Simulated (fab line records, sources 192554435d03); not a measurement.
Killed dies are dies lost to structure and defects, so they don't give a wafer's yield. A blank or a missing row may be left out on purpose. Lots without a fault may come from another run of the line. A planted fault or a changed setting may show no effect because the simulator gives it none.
A struck lot beside a sound one | flow n5_finfet | 21 steps out of a route of 1938
Sound: wafers L336.1, L336.4, L336.6. Struck: wafer L343.4. (L343.1 of the same lot was not struck and is left out.) The cause comes at the end.
At each step with rows: each side's tool, then ch and its chambers, then its first start. Under that, the readings that differ: sound wafers | struck wafers | difference of the means | sigmas: that difference in standard deviations of wafers without a fault.
alike: readings whose means differ by less than 2 such deviations, and words and numbers that are the same on both sides. not compared: withheld readings, readings that some wafer has no value for, bounds like >300 that may hide the same value, and numbers for which the record gives no deviation and whose values overlap.
The two part at a step that has a row with sigmas, a row that says differs or no value, or rows on one side only. Numbers that don't overlap but have no deviation are shown without sigmas and don't part them. A reading that every wafer of one side lacks parts them only if that side has two wafers or more.

first, 7 steps without rows for these wafers: N5_SD_EPI_N_COAT_33 (time 60 s, resist thk 35 nm); N5_SD_EPI_N_COAT_03 (resist thk 150 nm); N5_SD_EPI_N_EBR_05; N5_SD_EPI_N_SOFTBAKE_04 (time 60 s); N5_SD_EPI_N_EXPOSE_06 (exposes mask SD N BLK, target cd 120 nm); N5_SD_EPI_N_PEB_07 (peb time 60 s); N5_SD_EPI_N_DEVELOP_08 (develop time 30 s).
N5_SD_EPI_N_CD_MEAS_09: target cd 120 nm.
  sound on cd_sem-03 ch 0, day 3 02:02; struck on cd_sem-02 ch 0, day 4 20:54
  alike: cd_nm
N5_SD_EPI_N_OVL_MEAS_10:
  sound on overlay-02 ch 0, day 3 02:04; struck on overlay-02 ch 0, day 4 20:56
  reading           | sound         | struck | difference | sigmas
  SD_N_BLK_OVL (nm) | 0.0 -0.3 -0.7 | -2.2   | -1.9       | -2
N5_SD_EPI_N_INSPECT_11: inspects for defects (macro).
  sound on defect_inspect-02, day 3 02:05; struck on defect_inspect-02, day 4 20:57
  alike: raw_defect_count
N5_SD_EPI_N_DESCUM_14: chemistry O2, time 7.9 s.
  sound on rie_diel-03 ch 0,1,3, day 3 02:16; struck on rie_diel-03 ch 3, day 4 20:59
  alike: drypump_motor_current_A, oes_product_au, rf_vpp_V, showerhead_plenum_p_Torr, throttle_valve_pct
  not compared: rf_hours_counter_h
N5_SD_EPI_N_ETCH_34: etches SiARC in CF4, target depth 45.5 nm, time 75.8 s.
  sound on rie_diel-03 ch 0,1,3, day 3 02:17; struck on rie_diel-03 ch 3, day 4 21:01
  alike: drypump_motor_current_A, etch_rf_on_time_s, oes_product_au, rf_vpp_V, showerhead_plenum_p_Torr, throttle_valve_pct
  not compared: rf_hours_counter_h
N5_SD_EPI_N_ETCH_35: etches SOC in N2/H2, overetch 108 nm, time 486 s.
  sound on rie_diel-03 ch 0,1,3, day 3 02:21; struck on rie_diel-03 ch 3, day 4 21:05
  reading                                     | sound           | struck | difference | sigmas
  model.SiARC_of_SD_EPI_N_COAT_33.thk_nm (nm) | 20.8 18.6 19.8  | 14.8   | -4.9       |
  model.SD_EPI_N.cd_nm (nm)                   | 119 123.6 120.4 | 123.8  | +2.8       |
  alike: drypump_motor_current_A, oes_product_au, rf_vpp_V, showerhead_plenum_p_Torr, throttle_valve_pct
  not compared: rf_hours_counter_h
then, 1 step without rows for these wafers: N5_SD_EPI_N_STRIP_36 (strips in N2/H2).
N5_SD_EPI_N_ETCHBACK_44: etches SiNx in CH3F/O2, stops on SiO2, target depth 14.5 nm.
  sound on rie_diel-03 ch 0,1,3, day 3 02:40; struck on rie_diel-03 ch 3, day 4 21:24
  alike: O2_flow_sccm, drypump_motor_current_A, oes_ar_750_au, oes_product_au, rf_vpp_V, showerhead_plenum_p_Torr, throttle_valve_pct
  not compared: rf_hours_counter_h
N5_SD_EPI_N_ETCH_45: etches SiOCN in CH3F/O2, target depth 6 nm.
  sound on rie_diel-03 ch 0,1,3, day 3 02:46; struck on rie_diel-03 ch 3, day 4 21:30
  alike: O2_flow_sccm, drypump_motor_current_A, oes_product_au, rf_vpp_V, showerhead_plenum_p_Torr, throttle_valve_pct
  not compared: rf_hours_counter_h
N5_SD_EPI_N_ETCH_16: etches SiO2 in CHF3/O2, target depth 5 nm.
  sound on rie_diel-03 ch 0,1,3, day 3 02:52; struck on rie_diel-03 ch 3, day 4 21:36
  reading                                     | sound        | struck | difference | sigmas
  model.SiARC_of_SD_EPI_N_COAT_33.thk_nm (nm) | 13.8 11 12.4 | 7.2    | -5.2       |
  alike: O2_flow_sccm, drypump_motor_current_A, oes_ar_750_au, oes_product_au, rf_vpp_V, showerhead_plenum_p_Torr, throttle_valve_pct
  not compared: rf_hours_counter_h
then, 1 step without rows for these wafers: N5_SD_EPI_N_STRIP_47 (strips in CHF3/O2).
N5_SD_EPI_N_SD_RECESS_17: chemistry HBr/Cl2/O2, target depth 41 nm, time 23.7 s, bt time 3 s.
  sound on rie_si-06 ch 0,1,2, day 3 02:56; struck on rie_si-01 ch 2, day 4 21:40
  reading                   | sound           | struck | difference | sigmas
  model.SD_EPI_N.cd_nm (nm) | 119 123.4 120.4 | 123.6  | +2.7       |
  alike: O2_flow_sccm, drypump_motor_current_A, he_backside_leak_sccm, oes_product_au, throttle_valve_pct
  not compared: rf_hours_counter_h
N5_SD_EPI_N_STRIP_38: strips in N2/H2.
  sound on plasma_asher-01 ch 0,1, day 3 03:02; struck on plasma_asher-01 ch 0, day 4 21:46
  alike: drypump_motor_current_A, heater_power_w, oes_product_au
  not compared: rf_hours_counter_h
-- the record jumps here: 9 days lie between the struck wafers' starts before and after (it left off in module SD_EPI_N and takes up again in module PASSIVATION, whose first step shown is number 1936 of the route) --
N5_PASSIVATION_PROBE_49:
  sound on prober-01, day 12 01:27; struck on prober-02, day 13 20:43
  reading         | sound    | struck | difference | sigmas
  killed_at_other | 17 23 10 | 2      | -15        | -3
  alike: killed_at_M0_to_M3, killed_at_M4_up, killed_at_contacts, killed_at_front_end, killed_dies, killed_on_rim, killed_open, killed_short

WHERE THEY PART
First at N5_SD_EPI_N_OVL_MEAS_10; last, within this record, at N5_PASSIVATION_PROBE_49.

WHY: what the simulator had put in
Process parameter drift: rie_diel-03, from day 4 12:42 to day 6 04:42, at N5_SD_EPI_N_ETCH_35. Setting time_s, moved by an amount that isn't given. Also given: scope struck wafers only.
